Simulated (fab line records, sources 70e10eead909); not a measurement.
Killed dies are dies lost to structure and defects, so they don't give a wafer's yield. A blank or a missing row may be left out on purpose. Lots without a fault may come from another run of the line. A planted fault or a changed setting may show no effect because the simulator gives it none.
Chamber matching | flow nand_harc | NHARC_P_BONDPAD_STRIP_15 on rie_diel-12: 4 sister chambers
The step strips in O2. 18 wafers are shown with their chamber, then 9 later ones without.

WAFERS WITH THEIR CHAMBER
wafer  | chamber | showerhead_plenum_p_Torr (Torr) | drypump_motor_current_A (A) | oes_product_au (a.u.)
L080.1 | 3       | 3.46                            | 6.7                         | 1.011
L080.4 | 0       | 3.59                            | 5.3                         | 0.998
L080.5 | 3       | 3.46                            | 6.7                         | 1.013
L084.3 | 2       | 3.41                            | 5.5                         | 0.975
L084.4 | 0       | 3.60                            | 5.2                         | 0.990
L084.6 | 2       | 3.41                            | 5.5                         | 0.986
L085.1 | 1       | 3.63                            | 6.0                         | 0.993
L085.5 | 0       | 3.59                            | 5.2                         | 0.989
L085.6 | 3       | 3.46                            | 6.7                         | 0.997
L087.2 | 3       | 3.46                            | 6.7                         | 1.002
L087.3 | 0       | 3.59                            | 5.2                         | 0.999
L087.5 | 0       | 3.59                            | 5.3                         | 1.002
L089.1 | 2       | 3.41                            | 5.5                         | 0.984
L089.2 | 0       | 3.59                            | 5.2                         | 0.996
L089.6 | 0       | 3.59                            | 5.3                         | 0.994
L091.1 | 3       | 3.46                            | 6.7                         | 1.011
L091.3 | 0       | 3.59                            | 5.2                         | 1.017
L091.4 | 0       | 3.59                            | 5.2                         | 1.017

SIGNATURES (means of the wafers above)
reading                  | chamber 0 | chamber 1 | chamber 2 | chamber 3 | scatter within a chamber
showerhead_plenum_p_Torr | 3.5911    | 3.6300    | 3.4100    | 3.4600    | 0.00252
drypump_motor_current_A  | 5.233     | 6.000     | 5.500     | 6.700     | 0.0378
oes_product_au           | 1.00022   | 0.99300   | 0.98167   | 1.00680   | 0.00895
Rule: a wafer's distance from a chamber is the root of the sum, over the readings, of the square of ((its reading less the chamber's mean) divided by the reading's scatter). The wafer belongs to the nearest chamber; if the next one is less than 2 further off, it can't be placed. The scatter: the root of (the sum of the squares of (reading less its chamber's mean) over the shown wafers, divided by (wafers less chambers)).

WAFERS WITHOUT THEIR CHAMBER
wafer  | showerhead_plenum_p_Torr (Torr) | drypump_motor_current_A (A) | oes_product_au (a.u.)
L094.3 | 3.41                            | 5.5                         | 0.982
L094.4 | 3.63                            | 6.0                         | 0.990
L094.5 | 3.63                            | 6.0                         | 0.986
L093.2 | 3.59                            | 5.3                         | 1.000
L093.4 | 3.41                            | 5.5                         | 0.979
L093.6 | 3.63                            | 6.0                         | 0.995
L097.1 | 3.46                            | 6.7                         | 1.013
L097.4 | 3.41                            | 5.5                         | 0.999
L097.5 | 3.59                            | 5.2                         | 1.006

WHICH CHAMBER EACH WENT THROUGH
wafer  | from the rows above | in truth
L094.3 | 2                   | 2
L094.4 | 1                   | 1
L094.5 | 1                   | 1
L093.2 | 0                   | 0
L093.4 | 2                   | 2
L093.6 | 1                   | 1
L097.1 | 3                   | 3
L097.4 | 2                   | 2
L097.5 | 0                   | 0
Placed correctly: 9 of 9. Can't be placed from these rows: 0. Placed wrongly: 0.
